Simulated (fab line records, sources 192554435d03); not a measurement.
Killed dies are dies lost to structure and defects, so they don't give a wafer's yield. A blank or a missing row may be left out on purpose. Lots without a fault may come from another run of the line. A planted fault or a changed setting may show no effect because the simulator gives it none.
A struck lot beside a sound one | flow n5_finfet | 16 steps out of a route of 1938
Sound: wafers L397.1, L397.2, L397.6. Struck: wafer L406.2. (L406.4 of the same lot was not struck and is left out.) The cause comes at the end.
At each step with rows: each side's tool, then ch and its chambers, then its first start. Under that, the readings that differ: sound wafers | struck wafers | difference of the means | sigmas: that difference in standard deviations of wafers without a fault.
alike: readings whose means differ by less than 2 such deviations, and words and numbers that are the same on both sides. not compared: withheld readings, readings that some wafer has no value for, bounds like >300 that may hide the same value, and numbers for which the record gives no deviation and whose values overlap.
The two part at a step that has a row with sigmas, a row that says differs or no value, or rows on one side only. Numbers that don't overlap but have no deviation are shown without sigmas and don't part them. A reading that every wafer of one side lacks parts them only if that side has two wafers or more.

first, 7 steps without rows for these wafers: N5_BEOL_M1_COAT_73 (time 60 s, resist thk 5 nm); N5_BEOL_M1_COAT_05 (resist thk 30 nm); N5_BEOL_M1_EBR_07; N5_BEOL_M1_SOFTBAKE_06 (time 60 s); N5_BEOL_M1_EXPOSE_08 (exposes mask M1); N5_BEOL_M1_PEB_09 (peb time 60 s); N5_BEOL_M1_DEVELOP_10 (develop time 30 s).
N5_BEOL_M1_CD_MEAS_11: target cd 17.05 nm.
  sound on cd_sem-01 ch 0, day 7 13:45; struck on cd_sem-03 ch 0, day 8 12:06
  alike: cd_nm
N5_BEOL_M1_OVL_MEAS_12:
  sound on overlay-02 ch 0, day 7 13:47; struck on overlay-02 ch 0, day 8 12:08
  alike: M1_OVL
N5_BEOL_M1_INSPECT_13: inspects for defects (brightfield).
  sound on defect_inspect-01, day 7 13:50; struck on defect_inspect-01, day 8 12:11
  alike: raw_defect_count
N5_BEOL_M1_DESCUM_16: chemistry O2, time 7 s.
  sound on rie_diel-05 ch 0,1,2, day 7 13:56; struck on rie_diel-05 ch 3, day 8 12:20
  reading                     | sound       | struck | difference | sigmas
  drypump_motor_current_A (A) | 5.8 5.3 5.2 | 6.3    | +0.9       | +3
  alike: oes_product_au, rf_vpp_V, showerhead_plenum_p_Torr, temp_c, throttle_valve_pct
  not compared: rf_hours_counter_h
N5_BEOL_M1_ETCH_74: etches underlayer in N2/H2, target depth 6.5 nm, time 5.2 s.
  sound on rie_diel-05 ch 0,1,2, day 7 13:58; struck on rie_diel-05 ch 3, day 8 12:22
  reading                         | sound          | struck | difference | sigmas
  drypump_motor_current_A (A)     | 5.9 5.3 5.1    | 6.3    | +0.9       | +3
  showerhead_plenum_p_Torr (Torr) | 2.53 2.52 2.59 | 2.72   | +0.17      | +2
  alike: etch_rf_on_time_s, oes_product_au, rf_vpp_V, throttle_valve_pct
  not compared: rf_hours_counter_h
N5_BEOL_M1_ETCH_63: etches SiARC in CF4, target depth 15.6 nm, time 26 s.
  sound on rie_diel-05 ch 0,1,2, day 7 13:59; struck on rie_diel-05 ch 3, day 8 12:23
  reading                     | sound          | struck | difference | sigmas
  drypump_motor_current_A (A) | 5.8 5.4 5.1    | 6.3    | +0.9       | +3
  etch_rf_on_time_s (s)       | 25.5 26.2 25.5 | 19.8   | -5.9       | -9
  oes_product_au (a.u.)       | 0.64 0.63 0.75 | 0.96   | +0.29      | +3
  alike: rf_vpp_V, showerhead_plenum_p_Torr, throttle_valve_pct
  not compared: rf_hours_counter_h
N5_BEOL_M1_ETCH_64: etches SOC in N2/H2, target depth 75 nm, overetch 15 nm, time 112.5 s.
  sound on rie_diel-05 ch 0,1,2, day 7 14:01; struck on rie_diel-05 ch 3, day 8 12:25
  reading                         | sound          | struck | difference | sigmas
  drypump_motor_current_A (A)     | 5.9 5.3 5.1    | 6.3    | +0.9       | +3
  showerhead_plenum_p_Torr (Torr) | 2.53 2.52 2.59 | 2.72   | +0.17      | +2
  alike: oes_product_au, rf_vpp_V, temp_c, throttle_valve_pct
  not compared: rf_hours_counter_h
-- the record jumps here: 3 days lie between the struck wafers' starts before and after (it left off in module BEOL_M1 and takes up again in module BEOL_M4, whose first step shown is number 1111 of the route) --
N5_BEOL_M4_RC_MEAS_101:
  sound on prober-02 ch 0, day 9 07:47; struck on prober-01 ch 0, day 11 08:10
  reading        | sound                | struck | difference | sigmas
  IOFF_P (nA/um) | 0.17 0.18 0.15       | 0.26   | +0.09      | +3
  SS_N (mV/dec)  | 70.9 70.8 70.5       | 72.5   | +1.8       | +3
  VT_P (mV)      | -251.6 -251.5 -253.2 | -245.6 | +6.5       | +2
  alike: DIBL_N, DIBL_P, IOFF_N, ION_N, ION_P, SS_P, VT_N
-- the record jumps here: 5 days lie between the struck wafers' starts before and after (it left off in module BEOL_M4 and takes up again in module PASSIVATION, whose first step shown is number 1936 of the route) --
N5_PASSIVATION_PROBE_49:
  sound on prober-01, day 14 03:05; struck on prober-02, day 16 02:38
  reading            | sound    | struck | difference | sigmas
  killed_at_contacts | 15 20 16 | 4      | -13        | -2
  alike: defect_limited_yield, killed_at_M0_to_M3, killed_at_M4_up, killed_at_front_end, killed_at_other, killed_dies, killed_open, killed_short, sort_bin_5_function, sort_bin_6_memory, sort_n_pass, sort_yield_pct

WHERE THEY PART
First at N5_BEOL_M1_DESCUM_16; last, within this record, at N5_PASSIVATION_PROBE_49.

WHY: what the simulator had put in
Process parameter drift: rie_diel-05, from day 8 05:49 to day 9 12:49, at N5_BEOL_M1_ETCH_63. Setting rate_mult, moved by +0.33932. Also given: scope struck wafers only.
